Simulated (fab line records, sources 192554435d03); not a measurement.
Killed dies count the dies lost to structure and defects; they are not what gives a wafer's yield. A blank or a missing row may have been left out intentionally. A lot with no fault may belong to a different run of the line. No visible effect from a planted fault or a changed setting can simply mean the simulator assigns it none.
fab line records    flow n5_finfet
record lots=6  wafers=18  last_day=21
route steps=1938 shown MOL_CONTACT_COAG@520 BEOL_M4@1111
lots that met no fault: from a run of the same line without faults
start_h: the number of hours between the record's first day and the start of the first shown wafer of the lot    wait_h: hours since the lot's step before    " repeats the value in the row above    L1.1+2: a row that stands for several wafers    - no value, or no start was given    * or withheld: withheld    < > ~ a bound
route shown NAME@n: names a module that has steps shown in the file, with the first one's number in the route    usual: the fault-free wafers' mean and standard deviation    same: alike in all rows    chamber/n: place in a boat    sites: each site's reading    _std_site: their standard deviation    _edge_site: outer sites' mean less inner sites'    radius_mm: for every site, how far away it sits from the centre of the wafer    mask NAME#n: copy n    behind: the most recent tool/chamber to have shaped the wafer    hold: cause of the lot's hold/its duration in hours/its outcome    device: the n, p or np transistor that did not switch    end of line: the tests these same wafers got at the end of their route    for a step that has no rows: nothing shown but its recipe    killed: not the wafer's yield, but the dies lost to structure and defects at the first sort    map: per-die view of a wafer (x killed, . not killed, _ where there is no die)
set.NAME: the setting as run; set.NAME@STEP: as run at that earlier step    model.NAME: the simulator's own value behind a step, which no gauge read
lots seen at some steps along the route; tables by step, rows by wafer
services: when a tool's chamber went out of use (start_h, in hours from the record's first day, below 0 if earlier), for how many hours, and the reason
## steps
# step N5_MOL_CONTACT_COAG_COAT_02
# recipe resist=CAR-EUV  spin_rpm=1500  resist_thk_nm=30
# step N5_MOL_CONTACT_COAG_EBR_04
# recipe solvent=PGMEA  ebr_width_mm=1.5
# step N5_MOL_CONTACT_COAG_SOFTBAKE_03
# recipe temp_c=110  time_s=60  resist=CAR-EUV
# step N5_MOL_CONTACT_COAG_EXPOSE_05
# recipe mask_id=CA  na=0.33  source_shape=annular  sigma_inner=0.4  sigma_outer=0.8  polarization=unpolarized  defocus_nm=0  dose_mj=38.25
# step N5_MOL_CONTACT_COAG_PEB_06
# recipe peb_temp_c=100  peb_time_s=60  resist=CAR-EUV
# step N5_MOL_CONTACT_COAG_DEVELOP_07
# recipe develop_time_s=30  developer=TMAH  resist=CAR-EUV  rinse_liquid=surfactant_rinse  dry=air_spin  dev_temp_c=23
# step N5_MOL_CONTACT_COAG_CD_MEAS_08
# recipe target_cd_nm=28  landing_energy_ev=500  detector=se_inlens  polarity=opening
# usual cd_nm=27.66/0.27
lot.wafer  tool       chamber  start_h  wait_h  cd_nm
L672.1     cd_sem-01  0        123.41   -       27.93
L672.5     "          0        "        "       27.11
L672.6     "          0        "        "       27.33
L673.1     cd_sem-01  0        131.46   -       27.78
L673.4     "          0        "        "       28.26
L673.6     "          0        "        "       27.91
L678.4     cd_sem-01  0        152.05   -       27.75
L678.5     "          0        "        "       27.58
L678.6     "          0        "        "       27.63
L680.1     cd_sem-01  0        164.30   -       27.81
L680.4     "          0        "        "       27.79
L680.6     "          0        "        "       27.74
L684.3     cd_sem-02  0        187.92   -       27.29
L684.5     "          0        "        "       27.56
L684.6     "          0        "        "       27.46
L688.1     cd_sem-01  0        214.32   -       27.38
L688.4     "          0        "        "       27.39
L688.6     "          0        "        "       27.55
# step N5_MOL_CONTACT_COAG_OVL_MEAS_09
# recipe points_per_wafer=522
# usual CA_OVL=0.1/0.72
lot.wafer  tool        chamber  start_h  wait_h  CA_OVL[nm]
L672.1     overlay-01  0        123.44   0.0     0.0
L672.5     "           0        "        "       -0.8
L672.6     "           0        "        "       0.5
L673.1     overlay-01  0        131.49   0.0     0.4
L673.4     "           0        "        "       1.2
L673.6     "           0        "        "       0.0
L678.4     overlay-01  0        152.09   0.0     0.0
L678.5     "           0        "        "       0.3
L678.6     "           0        "        "       0.2
L680.1     overlay-01  0        164.33   0.0     0.9
L680.4     "           0        "        "       1.1
L680.6     "           0        "        "       0.7
L684.3     overlay-01  0        187.96   0.0     -0.3
L684.5     "           0        "        "       -0.8
L684.6     "           0        "        "       -0.5
L688.1     overlay-01  0        214.35   0.0     -0.5
L688.4     "           0        "        "       0.8
L688.6     "           0        "        "       0.5
# step N5_MOL_CONTACT_COAG_INSPECT_10
# recipe mode=adi  inspect_instrument=brightfield
# usual raw_defect_count=71/31
lot.wafer  tool               chamber  start_h  wait_h  raw_defect_count
L672.1     defect_inspect-02  -        123.50   0.1     69
L672.5     "                  -        "        "       102
L672.6     "                  -        "        "       154
L673.1     defect_inspect-01  -        131.55   0.1     74
L673.4     "                  -        "        "       61
L673.6     "                  -        "        "       43
L678.4     defect_inspect-02  -        152.13   0.0     60
L678.5     "                  -        "        "       57
L678.6     "                  -        "        "       44
L680.1     defect_inspect-02  -        164.39   0.1     66
L680.4     "                  -        "        "       110
L680.6     "                  -        "        "       74
L684.3     defect_inspect-01  -        188.01   0.0     61
L684.5     "                  -        "        "       74
L684.6     "                  -        "        "       84
L688.1     defect_inspect-01  -        214.41   0.1     73
L688.4     "                  -        "        "       45
L688.6     "                  -        "        "       43
# step N5_MOL_CONTACT_COAG_DESCUM_13
# recipe chemistry=O2  time_s=7  source_power_w=50  bias_power_w=20  pressure_mtorr=20  rf_frequency_hz=2.712e+07  temp_c=40  resist=CAR-EUV  o2_flow_sccm=225
# step N5_MOL_CONTACT_COAG_ETCH_59
# recipe chemistry=N2/H2  target=underlayer  target_depth_a=130  mask_material=CAR-EUV  time_s=10.4  ion_energy_ev=200  pressure_mtorr=30  source_w=840  bias_w=150  n2_flow_sccm=200  h2_flow_sccm=200  ends=cleared
# usual bias_w=150.0/0.46  chamber_pressure_mTorr=30.000/0.029  drypump_motor_current_A=5.6/0.57  etch_rf_on_time_s=10.6/0.32  oes_product_au=0.67/0.07  rf_vpp_V=524.1/1.9  showerhead_plenum_p_Torr=2.55/0.071  throttle_valve_pct=17.64/0.2
lot.wafer  tool         chamber  start_h  wait_h  bias_w  chamber_pressure_mTorr  drypump_motor_current_A  etch_rf_on_time_s  oes_product_au  rf_hours_counter_h  rf_vpp_V  showerhead_plenum_p_Torr  throttle_valve_pct
L672.1     rie_diel-04  1        123.57   0.0     149.5   30.036                  6.4                      10.1               0.79            16                  525.8     2.62                      17.91
L672.5     "            1        "        "       149.8   30.001                  6.3                      10.2               0.78            -                   525.6     2.62                      17.93
L672.6     "            0        "        "       150.5   29.956                  5.8                      10.4               0.59            -                   522.8     2.49                      17.56
L673.1     rie_diel-04  1        131.62   0.0     148.9   30.001                  6.3                      10.3               0.77            19                  526.0     2.62                      17.94
L673.4     "            2        "        "       149.7   30.005                  4.9                      11.3               0.63            -                   525.1     2.56                      17.44
L673.6     "            3        "        "       149.8   30.017                  6.6                      10.6               0.62            -                   527.9     2.62                      17.57
L678.4     rie_diel-04  1        152.27   0.0     149.9   30.044                  6.4                      10.2               0.77            24                  524.3     2.61                      17.93
L678.5     "            3        "        "       150.0   30.030                  6.6                      10.5               0.61            -                   525.7     2.61                      17.57
L678.6     "            0        "        "       150.5   30.005                  5.8                      10.6               0.59            -                   522.3     2.49                      17.57
L680.1     rie_diel-04  0        164.46   0.0     150.1   29.979                  5.8                      10.5               0.58            220                 520.9     2.49                      17.57
L680.4     "            1        "        "       150.4   30.027                  6.3                      10.3               0.76            27                  526.9     2.61                      17.95
L680.6     "            2        "        "       150.1   30.010                  4.9                      11.2               0.63            -                   524.1     2.56                      17.46
L684.3     rie_diel-05  3        188.08   0.0     150.8   30.025                  5.3                      10.5               0.81            17                  523.2     2.49                      17.60
L684.5     "            3        "        "       150.9   29.994                  5.2                      10.4               0.81            -                   521.3     2.49                      17.60
L684.6     "            0        "        "       150.0   30.006                  5.3                      10.5               0.68            -                   525.0     2.56                      17.61
L688.1     rie_diel-05  0        214.48   0.0     150.4   29.987                  5.3                      10.6               0.67            108                 524.5     2.55                      17.60
L688.4     "            3        "        "       149.9   30.049                  5.3                      10.6               0.78            25                  522.8     2.49                      17.62
L688.6     "            0        "        "       149.8   30.030                  5.3                      10.6               0.66            -                   525.0     2.55                      17.62
# step N5_MOL_CONTACT_COAG_ETCH_105
# recipe chemistry=CF4  target=SiARC  target_depth_a=156  mask_material=CAR-EUV  time_s=26  ion_energy_ev=80  pressure_mtorr=40  source_w=545  bias_w=36  Ar_flow_sccm=100  cf4_flow_sccm=100  ends=cleared
# usual bias_w=35.98/0.1  cf4_flow_sccm=100.05/0.29  drypump_motor_current_A=5.6/0.57  etch_rf_on_time_s=26.3/0.74  oes_product_au=0.67/0.07  rf_vpp_V=184.1/1  showerhead_plenum_p_Torr=2.15/0.043  throttle_valve_pct=15.44/0.15
lot.wafer  tool         chamber  start_h  wait_h  bias_w  cf4_flow_sccm  drypump_motor_current_A  etch_rf_on_time_s  oes_product_au  rf_hours_counter_h  rf_vpp_V  showerhead_plenum_p_Torr  throttle_valve_pct
L672.1     rie_diel-04  1        123.59   0.0     35.97   100.27         6.4                      25.6               0.79            16                  185.4     2.18                      15.52
L672.5     "            1        "        "       35.84   99.74          6.3                      25.4               0.80            -                   184.3     2.18                      15.52
L672.6     "            0        "        "       36.15   99.74          5.8                      26.3               0.59            -                   184.5     2.13                      15.62
L673.1     rie_diel-04  1        131.64   0.0     36.07   99.54          6.4                      25.5               0.78            19                  183.9     2.18                      15.50
L673.4     "            2        "        "       36.11   99.91          4.9                      28.0               0.63            -                   183.2     2.14                      15.19
L673.6     "            3        "        "       35.85   99.91          6.5                      26.1               0.62            -                   184.6     2.20                      15.47
L678.4     rie_diel-04  1        152.29   0.0     35.86   100.20         6.4                      25.6               0.77            24                  184.4     2.18                      15.52
L678.5     "            3        "        "       35.89   99.93          6.6                      25.8               0.62            -                   187.1     2.20                      15.45
L678.6     "            0        "        "       36.05   100.20         5.7                      26.0               0.60            -                   183.7     2.13                      15.63
L680.1     rie_diel-04  0        164.48   0.0     35.92   100.43         5.7                      26.4               0.59            220                 183.8     2.13                      15.62
L680.4     "            1        "        "       36.07   100.26         6.3                      25.8               0.77            27                  185.4     2.18                      15.54
L680.6     "            2        "        "       36.22   100.49         4.9                      28.2               0.62            -                   183.7     2.14                      15.21
L684.3     rie_diel-05  3        188.10   0.0     35.84   99.70          5.2                      26.6               0.80            17                  183.7     2.11                      15.35
L684.5     "            3        "        "       35.79   99.70          5.3                      26.5               0.80            -                   184.0     2.11                      15.35
L684.6     "            0        "        "       36.06   99.97          5.3                      26.6               0.67            -                   184.1     2.17                      15.53
L688.1     rie_diel-05  0        214.50   0.0     35.84   100.15         5.3                      26.5               0.67            108                 184.0     2.17                      15.56
L688.4     "            3        "        "       35.92   100.44         5.2                      26.4               0.78            25                  182.2     2.11                      15.36
L688.6     "            0        "        "       35.95   99.92          5.3                      26.6               0.67            -                   184.9     2.17                      15.53
# step N5_MOL_CONTACT_COAG_ETCH_106
# recipe chemistry=N2/H2  target=SOC  target_depth_a=800  overetch_a=160  mask_material=SiARC  temp_c=40  time_s=120  ion_energy_ev=200  pressure_mtorr=30  source_w=840  bias_w=150  n2_flow_sccm=200  h2_flow_sccm=200
# usual bias_w=150.0/0.42  chamber_pressure_mTorr=30.001/0.026  drypump_motor_current_A=5.6/0.57  oes_product_au=0.71/0.073  rf_vpp_V=524.1/1.9  showerhead_plenum_p_Torr=2.55/0.071  throttle_valve_pct=17.62/0.2
lot.wafer  tool         chamber  start_h  wait_h  bias_w  chamber_pressure_mTorr  drypump_motor_current_A  oes_product_au  rf_hours_counter_h  rf_vpp_V  showerhead_plenum_p_Torr  throttle_valve_pct  model.underlayer_of_MOL_CONTACT_COAG_COAT_58.thk_nm  model.SiARC_of_MOL_CONTACT_COAG_COAT_104.thk_nm  model.CAR-EUV_of_MOL_CONTACT_COAG_COAT_02.thk_nm
L672.1     rie_diel-04  1        123.62   0.0     -       -                       -                        -               -                   -         -                         -                   10                                                   12                                               5.4
L672.5     "            1        "        "       -       -                       -                        -               -                   -         -                         -                   10                                                   12                                               5.4
L672.6     "            0        "        "       -       -                       -                        -               -                   -         -                         -                   10                                                   12                                               5.4
L673.1     rie_diel-04  1        131.67   0.0     -       -                       -                        -               -                   -         -                         -                   10                                                   12                                               5.4
L673.4     "            2        "        "       -       -                       -                        -               -                   -         -                         -                   10                                                   12                                               5.4
L673.6     "            3        "        "       -       -                       -                        -               -                   -         -                         -                   10                                                   12                                               5.2
L678.4     rie_diel-04  1        152.32   0.0     150.1   30.041                  6.3                      0.80            24                  525.6     2.61                      17.89               0                                                    6                                                0
L678.5     "            3        "        "       149.4   30.003                  6.6                      0.64            -                   526.9     2.61                      17.55               0                                                    6.8                                              0
L678.6     "            0        "        "       149.3   29.984                  5.8                      0.62            -                   523.2     2.49                      17.54               0                                                    6.4                                              0
L680.1     rie_diel-04  0        164.51   0.0     150.6   30.032                  5.8                      0.61            220                 523.1     2.49                      17.56               0                                                    6.4                                              0
L680.4     "            1        "        "       149.6   29.969                  6.3                      0.80            27                  524.1     2.61                      17.91               0                                                    6                                                0
L680.6     "            2        "        "       150.5   29.995                  4.9                      0.69            -                   525.2     2.56                      17.47               0                                                    6.6                                              0
L684.3     rie_diel-05  3        188.12   0.0     149.9   30.010                  5.3                      0.84            17                  522.9     2.49                      17.58               0                                                    6.4                                              0
L684.5     "            3        "        "       150.4   29.983                  5.3                      0.84            -                   523.5     2.49                      17.57               0                                                    6.4                                              0
L684.6     "            0        "        "       149.8   29.974                  5.3                      0.72            -                   522.3     2.56                      17.58               0                                                    6.6                                              0
L688.1     rie_diel-05  0        214.53   0.0     149.9   29.995                  5.3                      0.70            108                 524.0     2.55                      17.60               0                                                    6.6                                              0
L688.4     "            3        "        "       150.4   30.006                  5.2                      0.83            25                  522.4     2.49                      17.58               0                                                    6.2                                              0
L688.6     "            0        "        "       150.2   29.982                  5.3                      0.71            -                   524.3     2.55                      17.59               0                                                    6.4                                              0
# step N5_MOL_CONTACT_COAG_STRIP_107
# recipe chemistry=N2/H2  temp_c=40  n2_flow_sccm=200  h2_flow_sccm=200  rf_frequency_hz=6e+07
# step N5_MOL_CONTACT_COAG_STRIP_108
# recipe chemistry=N2/H2  temp_c=40  n2_flow_sccm=200  h2_flow_sccm=200  rf_frequency_hz=6e+07
# step N5_MOL_CONTACT_COAG_CONTACT_ETCH_14
# recipe chemistry=C4F6/O2  target=SiO2  target_depth_a=275  overetch_a=85  mask_material=SOC  pressure_mtorr=30  source_w=370  bias_w=185  Ar_flow_sccm=300  C4F6_flow_sccm=16  O2_flow_sccm=10  time_s=20  ion_energy_ev=259.6
# usual C4F6_flow_sccm=16.00/0.045  O2_flow_sccm=10.001/0.028  drypump_motor_current_A=5.6/0.57  oes_f_703_au=0.78/0.08  oes_o_777_au=0.78/0.078  oes_product_au=0.68/0.07  rf_vpp_V=692.8/2.5  showerhead_plenum_p_Torr=2.89/0.061  throttle_valve_pct=21.11/0.18
lot.wafer  tool         chamber  start_h  wait_h  C4F6_flow_sccm  O2_flow_sccm  drypump_motor_current_A  oes_f_703_au  oes_o_777_au  oes_product_au  rf_hours_counter_h  rf_vpp_V  showerhead_plenum_p_Torr  throttle_valve_pct
L672.1     rie_diel-04  1        123.72   0.0     16.06           9.995         6.3                      0.88          0.88          0.35            16                  695.8     2.95                      21.15
L672.5     "            1        "        "       16.02           9.951         6.4                      0.88          0.87          0.34            -                   693.6     2.95                      21.13
L672.6     "            0        "        "       16.03           10.006        5.8                      0.69          0.69          0.26            -                   692.7     2.89                      21.13
L673.1     rie_diel-04  1        131.77   0.0     16.01           10.031        6.4                      0.87          0.88          0.33            19                  694.9     2.95                      21.14
L673.4     "            2        "        "       16.06           9.998         4.9                      0.68          0.70          0.28            -                   693.0     2.90                      20.74
L673.6     "            3        "        "       16.04           10.029        6.6                      0.75          0.75          0.27            -                   696.2     2.95                      20.72
L678.4     rie_diel-04  1        152.42   0.0     16.00           9.996         6.4                      0.85          0.86          0.76            25                  694.2     2.95                      21.34
L678.5     "            3        "        "       15.98           9.994         6.5                      0.75          0.75          0.61            -                   697.2     2.95                      20.93
L678.6     "            0        "        "       15.98           9.968         5.8                      0.69          0.69          0.59            -                   691.4     2.88                      21.31
L680.1     rie_diel-04  0        164.61   0.0     16.01           10.024        5.7                      0.68          0.69          0.59            220                 691.1     2.88                      21.33
L680.4     "            1        "        "       15.97           10.015        6.4                      0.86          0.86          0.76            27                  693.5     2.95                      21.36
L680.6     "            2        "        "       15.93           9.976         4.9                      0.68          0.69          0.64            -                   693.8     2.90                      20.94
L684.3     rie_diel-05  3        188.22   0.0     16.00           9.985         5.3                      0.91          0.91          0.81            17                  691.7     2.83                      21.00
L684.5     "            3        "        "       16.08           9.983         5.3                      0.91          0.91          0.79            -                   690.0     2.83                      20.99
L684.6     "            0        "        "       16.01           9.962         5.3                      0.76          0.77          0.68            -                   694.1     2.90                      21.13
L688.1     rie_diel-05  0        214.63   0.0     16.04           10.028        5.2                      0.76          0.76          0.67            108                 690.6     2.90                      21.14
L688.4     "            3        "        "       15.99           9.985         5.3                      0.89          0.90          0.79            25                  690.5     2.82                      21.01
L688.6     "            0        "        "       16.05           9.998         5.3                      0.76          0.76          0.68            -                   691.3     2.90                      21.12
# step N5_MOL_CONTACT_COAG_STRIP_109
# recipe chemistry=C4F6/O2  resist=SiARC  rf_frequency_hz=6e+07
# step N5_MOL_CONTACT_COAG_ETCH_15
# recipe chemistry=CH3F/O2  target=SiNx  target_depth_a=70  mask_material=SOC  stop_on=Si:P  over_etch_frac=0.75  ion_energy_ev=120  pressure_mtorr=30  source_w=395  bias_w=73  Ar_flow_sccm=150  CH3F_flow_sccm=30  O2_flow_sccm=20
# usual CH3F_flow_sccm=29.99/0.095  O2_flow_sccm=19.99/0.058  drypump_motor_current_A=5.6/0.57  oes_f_703_au=0.78/0.078  oes_o_777_au=0.78/0.078  oes_product_au=0.58/0.06  rf_vpp_V=300/8.9  showerhead_plenum_p_Torr=2.01/0.045  throttle_valve_pct=16.17/0.17
lot.wafer  tool         chamber  start_h  wait_h  CH3F_flow_sccm  O2_flow_sccm  drypump_motor_current_A  oes_f_703_au  oes_o_777_au  oes_product_au  rf_hours_counter_h  rf_vpp_V  showerhead_plenum_p_Torr  throttle_valve_pct
L672.1     rie_diel-04  1        123.75   0.0     29.91           19.97         6.4                      0.90          0.88          0.35            16                  308       2.05                      16.28
L672.5     "            1        "        "       29.81           19.97         6.4                      0.91          0.89          0.34            -                   311       2.05                      16.27
L672.6     "            0        "        "       29.90           19.97         5.8                      0.69          0.68          0.26            -                   299       2.00                      16.34
L673.1     rie_diel-04  1        131.80   0.0     29.89           19.95         6.4                      0.89          0.88          0.34            19                  311       2.05                      16.26
L673.4     "            2        "        "       29.89           20.04         4.9                      0.71          0.71          0.29            -                   308       2.01                      15.95
L673.6     "            3        "        "       30.00           20.06         6.5                      0.74          0.74          0.27            -                   282       2.06                      16.09
L678.4     rie_diel-04  1        152.46   0.0     29.93           19.99         6.4                      0.88          0.87          0.67            25                  309       2.05                      16.32
L678.5     "            3        "        "       29.92           19.90         6.6                      0.74          0.75          0.53            -                   283       2.05                      16.13
L678.6     "            0        "        "       29.81           19.97         5.8                      0.70          0.68          0.51            -                   300       2.00                      16.39
L680.1     rie_diel-04  0        164.64   0.0     30.04           19.88         5.7                      0.69          0.69          0.50            220                 300       2.00                      16.39
L680.4     "            1        "        "       29.96           20.02         6.4                      0.88          0.86          0.65            27                  308       2.05                      16.33
L680.6     "            2        "        "       30.09           20.03         4.9                      0.70          0.71          0.56            -                   308       2.01                      16.00
L684.3     rie_diel-05  3        188.26   0.0     29.92           19.98         5.3                      0.91          0.91          0.69            17                  306       1.96                      16.04
L684.5     "            3        "        "       29.98           20.01         5.2                      0.91          0.92          0.69            -                   307       1.96                      16.02
L684.6     "            0        "        "       30.07           19.97         5.3                      0.76          0.76          0.58            -                   298       2.02                      16.19
L688.1     rie_diel-05  0        214.66   0.0     30.10           20.02         5.3                      0.76          0.75          0.58            108                 298       2.01                      16.21
L688.4     "            3        "        "       29.96           20.07         5.3                      0.89          0.90          0.68            25                  308       1.96                      16.03
L688.6     "            0        "        "       30.10           19.99         5.3                      0.76          0.75          0.57            -                   300       2.01                      16.21
# step N5_MOL_CONTACT_COAG_ETCH_110
# recipe chemistry=CF4/O2  target=Si  target_depth_a=25  time_s=8  pressure_mtorr=100  source_w=200  bias_w=12  ion_energy_ev=60  Ar_flow_sccm=100  cf4_flow_sccm=100  O2_flow_sccm=10
# usual O2_flow_sccm=10.00/0.031  bias_w=12.01/0.035  drypump_motor_current_A=5.6/0.57  oes_f_703_au=0.78/0.077  oes_o_777_au=0.78/0.071  oes_product_au=0.79/0.083  rf_vpp_V=129/4.4  showerhead_plenum_p_Torr=2.23/0.045  throttle_valve_pct=10.60/0.19
lot.wafer  tool         chamber  start_h  wait_h  O2_flow_sccm  bias_w  drypump_motor_current_A  oes_f_703_au  oes_o_777_au  oes_product_au  rf_hours_counter_h  rf_vpp_V  showerhead_plenum_p_Torr  throttle_valve_pct
L672.1     rie_diel-04  1        123.81   0.0     10.00         12.02   6.4                      0.90          0.89          0.93            16                  134       2.27                      10.54
L672.5     "            1        "        "       9.96          11.99   6.4                      0.89          0.89          0.94            -                   133       2.27                      10.52
L672.6     "            0        "        "       10.03         12.04   5.8                      0.69          0.70          0.69            -                   130       2.21                      10.87
L673.1     rie_diel-04  1        131.86   0.0     10.02         11.98   6.3                      0.89          0.88          0.92            19                  132       2.26                      10.54
L673.4     "            2        "        "       9.98          11.96   4.9                      0.70          0.71          0.73            -                   132       2.23                      10.40
L673.6     "            3        "        "       10.00         11.99   6.5                      0.76          0.75          0.73            -                   121       2.29                      10.73
L678.4     rie_diel-04  1        152.52   0.0     9.98          11.92   6.3                      0.88          0.87          0.91            25                  134       2.26                      10.55
L678.5     "            3        "        "       9.99          12.01   6.6                      0.75          0.74          0.73            -                   121       2.29                      10.75
L678.6     "            0        "        "       9.99          12.00   5.8                      0.70          0.69          0.69            -                   127       2.21                      10.88
L680.1     rie_diel-04  0        164.70   0.0     9.98          11.97   5.7                      0.69          0.69          0.69            220                 129       2.21                      10.90
L680.4     "            1        "        "       10.00         12.00   6.4                      0.87          0.86          0.91            27                  135       2.26                      10.55
L680.6     "            2        "        "       10.03         12.12   4.9                      0.70          0.71          0.73            -                   133       2.22                      10.43
L684.3     rie_diel-05  3        188.32   0.0     9.95          12.00   5.2                      0.90          0.90          0.93            17                  133       2.19                      10.40
L684.5     "            3        "        "       9.97          12.00   5.2                      0.90          0.90          0.93            -                   133       2.19                      10.40
L684.6     "            0        "        "       10.03         12.02   5.3                      0.75          0.75          0.79            -                   128       2.25                      10.66
L688.1     rie_diel-05  0        214.72   0.0     10.00         12.01   5.2                      0.75          0.75          0.77            108                 129       2.25                      10.68
L688.4     "            3        "        "       10.01         12.03   5.2                      0.89          0.88          0.92            25                  132       2.19                      10.43
L688.6     "            0        "        "       9.96          12.01   5.2                      0.75          0.74          0.78            -                   129       2.25                      10.67
# step N5_MOL_CONTACT_COAG_STRIP_98
# recipe chemistry=N2/H2  power_w=500  temp_c=40  pressure_mtorr=50  rf_frequency_hz=6e+07  overash_fraction=0.3  bias_power_w=8  h2_frac=0.5  n2_flow_sccm=300  h2_flow_sccm=300
# usual bias_power_w=8.002/0.023  drypump_motor_current_A=5.7/0.57  oes_product_au=0.79/0.086  power_w=499.8/1.6  rf_vpp_V=54.4/1.5  showerhead_plenum_p_Torr=3.37/0.09  throttle_valve_pct=18.6/0.32
lot.wafer  tool         chamber  start_h  wait_h  bias_power_w  drypump_motor_current_A  oes_product_au  power_w  rf_hours_counter_h  rf_vpp_V  showerhead_plenum_p_Torr  throttle_valve_pct
L672.1     rie_diel-04  1        123.86   0.0     8.011         6.4                      0.92            503.0    16                  55.9      3.45                      19.0
L672.5     "            1        "        "       8.004         6.4                      0.92            501.8    -                   54.9      3.45                      19.0
L672.6     "            0        "        "       7.970         5.7                      0.68            498.9    -                   54.5      3.29                      18.5
L673.1     rie_diel-04  1        131.91   0.0     7.962         6.4                      0.92            501.5    19                  55.7      3.45                      19.0
L673.4     "            2        "        "       8.003         4.9                      0.76            502.4    -                   55.1      3.38                      18.3
L673.6     "            3        "        "       7.992         6.5                      0.73            500.5    -                   55.2      3.45                      18.7
L678.4     rie_diel-04  1        152.57   0.0     8.006         6.4                      0.90            502.5    25                  53.0      3.45                      19.0
L678.5     "            3        "        "       8.000         6.6                      0.71            502.8    -                   53.2      3.45                      18.7
L678.6     "            0        "        "       8.045         5.7                      0.67            498.4    -                   55.2      3.29                      18.5
L680.1     rie_diel-04  0        164.75   0.0     8.041         5.8                      0.67            498.7    220                 53.7      3.29                      18.5
L680.4     "            1        "        "       8.002         6.4                      0.89            499.9    27                  54.5      3.44                      19.0
L680.6     "            2        "        "       8.012         4.9                      0.74            499.8    -                   54.8      3.38                      18.3
L684.3     rie_diel-05  3        188.37   0.0     8.033         5.3                      0.95            498.7    17                  52.6      3.29                      18.8
L684.5     "            3        "        "       8.017         5.3                      0.93            497.8    -                   55.3      3.29                      18.9
L684.6     "            0        "        "       7.977         5.3                      0.81            498.0    -                   54.1      3.38                      18.4
L688.1     rie_diel-05  0        214.77   0.0     8.027         5.3                      0.79            499.2    108                 53.4      3.37                      18.4
L688.4     "            3        "        "       7.977         5.2                      0.91            501.9    25                  55.1      3.29                      18.9
L688.6     "            0        "        "       7.998         5.3                      0.81            498.9    -                   54.8      3.37                      18.4
# step N5_MOL_CONTACT_COAG_CD_MEAS_99
# recipe target_cd_nm=17.2  polarity=opening
# usual cd_nm=16.8/0.41
lot.wafer  tool       chamber  start_h  wait_h  cd_nm
L672.1     cd_sem-01  -        123.93   -       -
L672.5     "          -        "        "       -
L672.6     "          -        "        "       -
L673.1     cd_sem-02  -        131.98   -       -
L673.4     "          -        "        "       -
L673.6     "          -        "        "       -
L678.4     cd_sem-03  -        152.64   -       16.7
L678.5     "          -        "        "       16.6
L678.6     "          -        "        "       17.0
L680.1     cd_sem-02  -        164.82   -       16.7
L680.4     "          -        "        "       16.4
L680.6     "          -        "        "       16.5
L684.3     cd_sem-03  -        188.44   -       16.6
L684.5     "          -        "        "       17.2
L684.6     "          -        "        "       16.0
L688.1     cd_sem-02  -        214.84   -       16.3
L688.4     "          -        "        "       17.3
L688.6     "          -        "        "       15.9
# step N5_MOL_CONTACT_COAG_IMPLANT_129
# recipe species=Ge  energy_kev=3  dose_cm2=6e+14  tilt_deg=0  rotation_deg=0
# step N5_BEOL_M4_RC_MEAS_101
# usual DIBL_N=37.1/2.6  DIBL_P=38/3  IOFF_N=0.18/0.052  IOFF_P=0.25/0.06  ION_N=678/15  ION_P=467/8.6  SS_N=71.7/0.73  SS_P=73.7/0.89  VT_N=249/4.3  VT_P=-248/3.8
lot.wafer  tool       chamber  start_h  wait_h  DIBL_N[mV/V]  DIBL_P[mV/V]  IOFF_N[nA/um]  IOFF_P[nA/um]  ION_N[uA/um]  ION_P[uA/um]  SS_N[mV/dec]  SS_P[mV/dec]  VT_N[mV]  VT_P[mV]
L678.4     prober-02  0        294.82   0.5     28.1          29            0.07           0.12           629           443           69.9          71.6          261       -260
L678.5     "          0        "        "       37.7          40            0.20           0.28           686           476           71.9          74.0          246       -247
L678.6     "          0        "        "       33.8          34            0.12           0.16           644           448           71.4          72.5          255       -254
L680.1     prober-02  0        323.11   0.0     34.0          32            0.11           0.16           657           450           71.3          73.2          256       -255
L680.4     "          0        "        "       35.6          33            0.13           0.18           667           457           72.0          73.3          253       -254
L680.6     "          0        "        "       38.1          36            0.18           0.21           687           464           72.2          73.5          251       -254
L684.3     prober-02  0        327.20   0.3     38.7          40            0.19           0.30           681           474           71.1          74.3          249       -244
L684.5     "          0        "        "       37.3          37            0.18           0.26           690           473           71.5          73.5          248       -243
L684.6     "          0        "        "       40.8          43            0.24           0.39           687           477           72.3          74.8          243       -239
L688.1     prober-01  0        402.57   0.0     39.9          41            0.24           0.31           703           485           71.7          75.0          244       -243
L688.4     "          0        "        "       39.5          41            0.23           0.29           687           474           72.1          74.5          246       -246
L688.6     "          0        "        "       39.4          39            0.21           0.24           687           469           71.5          74.3          248       -248
## services
tool         chamber  start_h  hours  kind
rie_diel-05  3        105.73   -      clean
rie_diel-05  3        105.73   -      consumable_replace:focus_ring
rie_diel-05  3        105.73   15.2   scheduled_down
rie_diel-05  3        105.73   15.2   vent_cycle
rie_diel-04  0        130.04   8.7    repair
rie_diel-05  -        177.06   2.8    pm
rie_diel-05  -        188.93   0.2    repair
rie_diel-04  3        206.48   9.8    repair
rie_diel-05  -        208.65   0.6    repair
## key
first_sign step=N5_MOL_CONTACT_COAG_ETCH_106  reading=tool_record  direction=missing
effect step=N5_MOL_CONTACT_COAG_CONTACT_ETCH_14  reading=oes_product_au  direction=down  sigmas=5.3  usual=0.68  struck=0.31
effect step=N5_MOL_CONTACT_COAG_ETCH_15  reading=oes_product_au  direction=down  sigmas=4.5  usual=0.58  struck=0.31
effect step=N5_MOL_CONTACT_COAG_CD_MEAS_99  reading=cd_nm  direction=missing
model_effect step=N5_MOL_CONTACT_COAG_ETCH_106  value=underlayer_of_MOL_CONTACT_COAG_COAT_58.thk_nm  without=0  struck=10
met_at N5_MOL_CONTACT_COAG_ETCH_106
struck_wafers L672.1,L672.5,L672.6,L673.1,L673.4,L673.6
later_rows_left_out L672.1,L672.5,L672.6,L673.1,L673.4,L673.6
sort_left_out L672.1,L672.5,L672.6,L673.1,L673.4,L673.6
fault kind=skipped_step_whole  tool=rie_diel-04  chamber=-  onset_h=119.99  steps=N5_MOL_CONTACT_COAG_ETCH_106  scope=struck_lots_only
# sort_left_out: the simulated sort isn't trusted on such a fault, so these wafers' sort isn't shown, and their yield isn't known
# later_rows_left_out: the simulator's readings of these wafers behind a module that went badly wrong aren't trusted and aren't shown, but for the sort
